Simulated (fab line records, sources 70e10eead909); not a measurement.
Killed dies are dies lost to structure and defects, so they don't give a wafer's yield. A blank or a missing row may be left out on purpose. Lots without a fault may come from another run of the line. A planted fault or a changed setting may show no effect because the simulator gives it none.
fab line records | flow nand_harc
record lots=6 wafers=18 last_day=23
route steps=1159 shown THIN_TSV@1140 END@1159
lots that met no fault: from a run of the same line without faults
start_h: hours from the record's first day to the start of the lot's first wafer shown | wait_h: hours since the lot's step before | " the same as in the row above | L1.1+2: a row that stands for several wafers | - no value, or no start given | * or withheld: withheld | < > ~ a bound
route shown NAME@n: a module of which the file shows steps, and the number in the route of the first | usual: mean/standard deviation of fault-free wafers | same: alike in all rows | chamber/n: place in a boat | sites: the reading at each site | _std_site: their standard deviation | _edge_site: outer sites' mean less inner sites' | radius_mm: how far each site lies from the wafer's centre | mask NAME#n: copy n | behind: the tool/chamber that last shaped the wafer | hold: why the lot was held/for how many hours/how that ended | device: the transistor (n, p or np) that didn't switch | end of line: the same wafers' tests at the end of the route | a step without rows: its recipe alone | killed: dies lost to structure and defects at the first sort, not the wafer's yield | map: a wafer's dies, x killed, . not, _ none there
set.NAME: the setting as run; set.NAME@STEP: as run at that earlier step | model.NAME: the simulator's own value behind a step, which no gauge read
lots at some steps of the route; a table a step, a row a wafer
services: from which hour (start_h, from the record's first day; less than 0 if before it) a tool's chamber was out of use, for how many hours, and why
## steps
# step NHARC_THIN_TSV_DEHYDRATE_25
# recipe temp_c=150 time_s=120
# step NHARC_THIN_TSV_HMDS_26
# recipe time_s=30
# step NHARC_THIN_TSV_COAT_27
# recipe spin_rpm=*
# step NHARC_THIN_TSV_SOFTBAKE_28
# recipe temp_c=122 time_s=95
# step NHARC_THIN_TSV_EBR_29
# step NHARC_THIN_TSV_EXPOSE_30
# recipe na=0.55 dose_mj=11.47 mask_id=PAD
# step NHARC_THIN_TSV_PEB_31
# recipe peb_temp_c=118 peb_time_s=85
# step NHARC_THIN_TSV_DEVELOP_32
# recipe time_s=70
# step NHARC_THIN_TSV_CD_MEAS_33
# recipe target_cd_nm=5000 landing_energy_ev=500
# usual cd_nm=4999.9/1.7
# columns lot.wafer tool chamber start_h wait_h cd_nm
L353.2 cd_sem-03 0 449.21 - 5001.6
L353.3 " 0 " " 4996.8
L353.5 " 0 " " 5000.3
L357.1 cd_sem-03 0 466.62 - 5000.3
L357.3 " 0 " " 5001.3
L357.4 " 0 " " 4998.6
L359.1 cd_sem-03 0 486.23 - 4999.7
L359.2 " 0 " " 5002.8
L359.6 " 0 " " 5000.8
L361.1 cd_sem-02 0 488.72 - 4999.5
L361.4 " 0 " " 5001.3
L361.6 " 0 " " 5000.3
L363.3 cd_sem-03 0 507.89 - 5000.5
L363.5 " 0 " " 5000.7
L363.6 " 0 " " 4999.2
L367.1 cd_sem-03 0 535.49 - 5000.9
L367.2 " 0 " " 5000.6
L367.3 " 0 " " 5000.8
# step NHARC_THIN_TSV_HARDBAKE_34
# recipe temp_c=125 time_s=80
# step NHARC_THIN_TSV_DESCUM_35
# recipe time_s=3 o2_flow_sccm=200 ar_flow_sccm=0 bias_power_w=0 chemistry=O2
# usual drypump_motor_current_A=5.7/0.45 mfc_ar_sccm=0.010/0.014 oes_product_au=0.990/0.014 rf_vpp_V=57.7/0.92 showerhead_plenum_p_Torr=1.91/0.092 throttle_valve_pct=11.310/0.0092
# columns lot.wafer tool chamber start_h wait_h drypump_motor_current_A mfc_ar_sccm oes_product_au rf_hours_counter_h rf_vpp_V showerhead_plenum_p_Torr throttle_valve_pct
L353.3 rie_diel-04 0 449.38 - 5.1 0 0.985 11 57.4 1.89 11.301
L353.2 " 2 " " 5.7 0 0.998 12 58.4 1.91 11.316
L353.5 " 3 " " 5.4 0 0.980 - 57.1 1.80 11.312
L357.4 rie_diel-09 1 466.78 - 5.5 0 1.002 3 56.6 1.88 11.314
L357.1 " 2 " " 6.1 0.005 0.971 3 57.9 1.87 11.324
L357.3 " 0 " " 5.8 0.007 0.981 3 57.4 1.82 11.308
L359.1 rie_diel-07 3 486.41 - 6.5 0 0.977 5 58.2 2.02 11.333
L359.2 " 0 " " 5.2 0.027 1.005 5 57.2 1.80 11.312
L359.6 " 2 " " 4.9 0.043 0.991 - 58.6 2.04 11.325
L361.4 rie_diel-07 1 488.88 - 5.6 0 1.001 5 58.4 2.03 11.306
L361.1 " 0 " " 5.2 0.027 1.018 5 57.1 1.80 11.294
L361.6 " 1 " " 5.6 0 1.006 - 58.0 2.03 11.296
L363.3 rie_diel-04 3 508.08 - 5.4 0 0.979 2 55.5 1.80 11.332
L363.5 " 0 " " 5.2 0 0.979 - 56.8 1.89 11.308
L363.6 " 1 " " 6.4 0.028 0.995 - 58.6 2.05 11.324
L367.1 rie_diel-09 1 535.65 - 5.6 0 0.996 10 58.3 1.88 11.292
L367.3 " 2 " " 6.1 0.005 0.953 11 57.5 1.87 11.323
L367.2 " 3 " " 5.9 0.013 0.986 10 56.7 1.88 11.306
# step NHARC_THIN_TSV_ETCH_59
# recipe target_depth_a=8800 icp_w=900 bias_w=100 Cl2_flow_sccm=60 bcl3_flow_sccm=30 time_s=138.1 chemistry=Cl2/BCl3
# usual drypump_motor_current_A=5.8/0.45 oes_product_au=1.002/0.0094 throttle_valve_pct=22.264/0.0086
# columns lot.wafer tool chamber start_h wait_h drypump_motor_current_A oes_product_au rf_hours_counter_h throttle_valve_pct
L353.2 rie_metal-03 1 449.54 0.1 5.5 1.002 5.0 22.275
L353.3 " 0 " " 5.7 1.014 - 22.258
L353.5 " 1 " " 5.5 0.989 - 22.273
L357.1 rie_metal-01 0 466.91 0.1 6.5 0.990 3.6 22.283
L357.3 " 0 " " 6.5 0.987 - 22.280
L357.4 " 1 " " 5.0 0.999 - 22.269
L359.2 rie_metal-03 1 486.52 0.1 5.5 0.984 0.5 22.255
L359.1 " 0 " " 5.7 0.989 0.5 22.273
L359.6 " 1 " " 5.5 0.991 - 22.261
L361.1 rie_metal-03 0 489.01 0.1 5.7 1.006 0.7 22.271
L361.4 " 0 " " 5.7 0.998 - 22.267
L361.6 " 0 " " 5.7 1.004 - 22.262
L363.3 rie_metal-01 1 508.24 0.1 5.0 0.999 - 22.243
L363.5 " 1 " " 5.0 1.005 - 22.257
L363.6 " 0 " " 6.5 1.001 - 22.285
L367.2 rie_metal-02 0 535.78 0.1 5.9 0.998 3.5 22.271
L367.1 " 1 " " 6.0 0.995 3.4 22.270
L367.3 " 0 " " 5.8 1.009 - 22.255
# step NHARC_THIN_TSV_ETCH_36
# recipe target_depth_a=650 over_etch_frac=0.3 time_s=18.571 ion_energy_ev=150 chemistry=Cl2/BCl3
# usual drypump_motor_current_A=5.8/0.45 oes_product_au=1.000/0.011
# columns lot.wafer tool chamber start_h wait_h drypump_motor_current_A oes_product_au rf_hours_counter_h
L353.2 rie_metal-03 0 449.76 0.2 5.7 1.002 5.1
L353.3 " 0 " " 5.7 0.997 -
L353.5 " 0 " " 5.7 1.005 -
L357.1 rie_metal-01 0 467.17 0.2 6.5 0.999 3.7
L357.3 " 0 " " 6.5 0.994 -
L357.4 " 1 " " 5.0 1.008 -
L359.1 rie_metal-03 1 486.78 0.2 5.5 0.989 0.7
L359.2 " 0 " " 5.7 1.013 0.7
L359.6 " 1 " " 5.5 0.812 -
L361.1 rie_metal-03 1 489.27 0.2 5.5 0.975 0.9
L361.4 " 0 " " 5.7 0.999 -
L361.6 " 1 " " 5.5 0.800 -
L363.3 rie_metal-01 0 508.44 0.2 6.5 1.011 -
L363.6 " 0 " " 6.5 1.006 -
L363.5 " 1 " " 5.0 1.010 -
L367.1 rie_metal-02 1 536.04 0.2 6.0 1.003 3.5
L367.2 " 0 " " 5.9 0.994 3.6
L367.3 " 0 " " 5.8 0.999 -
# step NHARC_THIN_TSV_STRIP_56
# recipe power_w=1500 temp_c=250 chemistry=O2
# usual drypump_motor_current_A=5.4/0.36 heater_power_w=331/12
# columns lot.wafer tool chamber start_h wait_h drypump_motor_current_A heater_power_w rf_hours_counter_h
L353.2 plasma_asher-01 0 449.91 0.1 5.7 332 58
L353.3 " 1 " " 5.2 324 -
L353.5 " 0 " " 5.7 329 -
L357.1 plasma_asher-01 0 467.32 0.1 5.7 323 1
L357.3 " 1 " " 5.2 316 -
L357.4 " 0 " " 5.7 335 -
L359.2 plasma_asher-02 1 486.88 0.1 5.8 335 42
L359.1 " 0 " " 4.8 351 42
L359.6 " 1 " " 5.8 334 -
L361.1 plasma_asher-02 0 489.37 0.1 4.8 336 43
L361.4 " 1 " " 5.7 343 -
L361.6 " 0 " " 4.8 353 -
L363.3 plasma_asher-01 1 508.67 0.2 5.2 312 -
L363.6 " 0 " " 5.6 338 -
L363.5 " 1 " " 5.2 317 -
L367.1 plasma_asher-02 0 536.46 0.4 4.8 359 58
L367.2 " 1 " " 5.8 344 58
L367.3 " 1 " " 5.7 337 -
# step NHARC_END_SORT_01
# recipe temp_c=25
# usual defect_limited_yield=95.3/1.6 killed_at_array=28/11 killed_at_other=0.5/0.87 killed_at_periphery=2.9/2.2 killed_dies=32/11 killed_open=3.2/1.9 killed_short=1.8/1.4 sort_bin_2_pct=1.5/0.62 sort_bin_3_pct=0.22/0.18 sort_bin_4_pct=3.0/1.1 sort_n_pass=645/11 sort_rim_yield_pct=96.1/2.4 sort_yield_pct=95.3/1.6
# same gross_dies=677 sort_bin_5_pct[%]=0 sort_bin_6_pct[%]=0 sort_bin_7_pct[%]=0 sort_bin_8_pct[%]=0 sort_rim_n_gross=106.00
# columns lot.wafer tool chamber start_h wait_h defect_limited_yield[%] killed_at_array killed_at_other killed_at_periphery killed_dies killed_open killed_short sort_bin_2_pct[%] sort_bin_3_pct[%] sort_bin_4_pct[%] sort_n_pass sort_rim_yield_pct[%] sort_yield_pct[%]
L353.2 prober-02 0 457.03 2.8 97.2 15 1 3 19 4 4 0.7 0.30 1.8 658 96.2 97.2
L353.3 prober-02 0 457.83 3.1 97.5 12 2 3 17 3 1 1.0 0 1.5 660 98.1 97.5
L353.5 prober-02 0 459.43 3.7 97.5 12 1 4 17 2 2 0.9 0 1.6 660 94.3 97.5
L359.1 prober-02 0 499.08 2.5 96.3 22 1 2 25 7 2 1.2 0.30 2.2 652 97.2 96.3
L359.2 prober-02 0 499.88 2.8 97.6 14 0 2 16 3 3 0.6 0.30 1.5 661 98.1 97.6
L359.6 prober-02 0 503.07 4.0 96.2 22 0 4 26 7 3 1.2 0 2.7 651 98.1 96.2
L361.1 prober-02 0 506.85 2.5 97.6 12 1 3 16 3 2 0.7 0.15 1.5 661 98.1 97.6
L361.4 prober-02 0 509.24 3.4 97.5 16 0 1 17 3 1 0.7 0.15 1.6 660 97.2 97.5
L361.6 prober-02 0 510.83 4.0 96.5 17 1 6 24 5 2 1.0 0.30 2.2 653 98.1 96.5
# killed by level:class
L353.2 A_CHANNEL_HOLE_D1:chamber_film_flake=4 A_CONTACT:chamber_film_flake=3 A_ONON_D1:geometric_particle:open=2 P_GATE:geometric_particle:short=1 P_CONTACT:geometric_particle:open=1 A_ONON_D1:geometric_particle:short=1 A_WL_FILL:geometric_particle:short=1 A_CONTACT:geometric_particle:short=1
L353.3 A_CHANNEL_HOLE_D1:chamber_film_flake=4 A_CONTACT:chamber_film_flake=4 THIN_TSV:chamber_film_flake=2 P_CONTACT:geometric_particle:open=1 A_SOURCE_PLATE:geometric_particle:open=1 A_WL_FILL:geometric_particle:short=1 A_CONTACT:geometric_particle:open=1 P_ZERO_WELL:chamber_film_flake=1
L353.5 A_CHANNEL_HOLE_D1:chamber_film_flake=4 A_CONTACT:chamber_film_flake=3 P_GATE:geometric_particle:open=2 P_M1:geometric_particle:short=1 A_ONON_D1:geometric_particle:short=1 A_SGD_CUT:chamber_film_flake=1 P_M2:chamber_film_flake=1 A_ZERO_WELL:chamber_film_flake=1
L359.1 A_CONTACT:chamber_film_flake=6 A_CHANNEL_HOLE_D1:chamber_film_flake=5 P_CONTACT:geometric_particle:short=2 A_SLIT:geometric_particle:open=2 A_STAIRCASE:chamber_film_flake=2 A_CHANNEL_HOLE_D1:geometric_particle:open=1 A_CHANNEL_FILL_D1:geometric_particle:open=1 A_SGD_CUT:geometric_particle:open=1
L359.2 A_WL_FILL:chamber_film_flake=4 P_GATE:geometric_particle:open=2 A_WL_FILL:geometric_particle:short=2 A_STAIRCASE:chamber_film_flake=2 A_CONTACT:chamber_film_flake=2 A_SOURCE_PLATE:geometric_particle:open=1 A_CHANNEL_FILL_D1:geometric_particle:short=1 A_ZERO_WELL:chamber_film_flake=1
L359.6 A_CHANNEL_HOLE_D1:chamber_film_flake=8 A_CONTACT:chamber_film_flake=3 A_ONON_D1:geometric_particle:short=2 P_ZERO_WELL:chamber_film_flake=2 A_WL_FILL:chamber_film_flake=2 P_GATE:geometric_particle:open=1 P_M0:geometric_particle:open=1 A_SOURCE_PLATE:geometric_particle:open=1
L361.1 A_CHANNEL_HOLE_D1:chamber_film_flake=4 A_STAIRCASE:chamber_film_flake=3 P_GATE:geometric_particle:short=1 P_GATE:geometric_particle:open=1 A_CHANNEL_FILL_D1:geometric_particle:open=1 A_WL_FILL:geometric_particle:short=1 A_WL_FILL:geometric_particle:open=1 P_GATE:chamber_film_flake=1
L361.4 A_CHANNEL_HOLE_D1:chamber_film_flake=5 A_STAIRCASE:chamber_film_flake=4 A_CONTACT:chamber_film_flake=2 A_CHANNEL_FILL_D1:geometric_particle:open=1 A_CONTACT:geometric_particle:short=1 A_CONTACT:geometric_particle:open=1 A_M0:geometric_particle:open=1 P_BONDPAD:chamber_film_flake=1
L361.6 A_STAIRCASE:chamber_film_flake=7 A_CHANNEL_HOLE_D1:chamber_film_flake=4 P_ZERO_WELL:chamber_film_flake=3 A_WL_FILL:chamber_film_flake=2 P_GATE:geometric_particle:short=1 P_CONTACT:geometric_particle:open=1 P_M1:geometric_particle:open=1 A_CHANNEL_FILL_D1:geometric_particle:short=1
## services
# columns tool chamber start_h hours kind
rie_metal-02 1 427.36 3.9 repair
rie_diel-09 - 431.10 9.0 pm
rie_diel-09 0 431.10 9.0 vent_cycle
rie_diel-09 1 431.10 9.0 vent_cycle
rie_metal-01 0 434.32 5.3 repair
rie_metal-02 1 438.97 2.9 repair
rie_diel-09 1 449.71 3.0 repair
rie_metal-03 - 453.00 9.0 pm
rie_metal-03 0 453.00 9.0 vent_cycle
rie_metal-03 1 453.00 9.0 vent_cycle
plasma_asher-01 - 453.29 9.0 pm
plasma_asher-01 0 453.29 9.0 vent_cycle
plasma_asher-01 1 453.29 9.0 vent_cycle
rie_metal-03 0 462.00 - clean
rie_metal-03 1 462.00 - clean
plasma_asher-01 0 462.29 - clean
plasma_asher-01 1 462.29 - clean
rie_diel-04 - 466.05 9.0 pm
rie_diel-07 1 471.40 2.7 repair
rie_metal-01 - 509.00 9.0 pm
rie_metal-01 0 509.00 9.0 vent_cycle
rie_metal-01 1 509.00 9.0 vent_cycle
rie_metal-01 0 518.00 - clean
rie_metal-01 1 518.00 - clean
## key
first_sign step=NHARC_THIN_TSV_ETCH_36 reading=oes_product_au direction=down sigmas=17 usual=1.000 struck=0.806
effect none on later readings
met_at NHARC_THIN_TSV_ETCH_36
struck_wafers L359.6,L361.6
onset_between 449.76 486.78
fault kind=process_parameter_drift tool=rie_metal-03 chamber=- onset_h=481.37 steps=NHARC_THIN_TSV_ETCH_36 channel=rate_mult offset=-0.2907 shape=step end_h=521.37 scope=struck_wafers_only
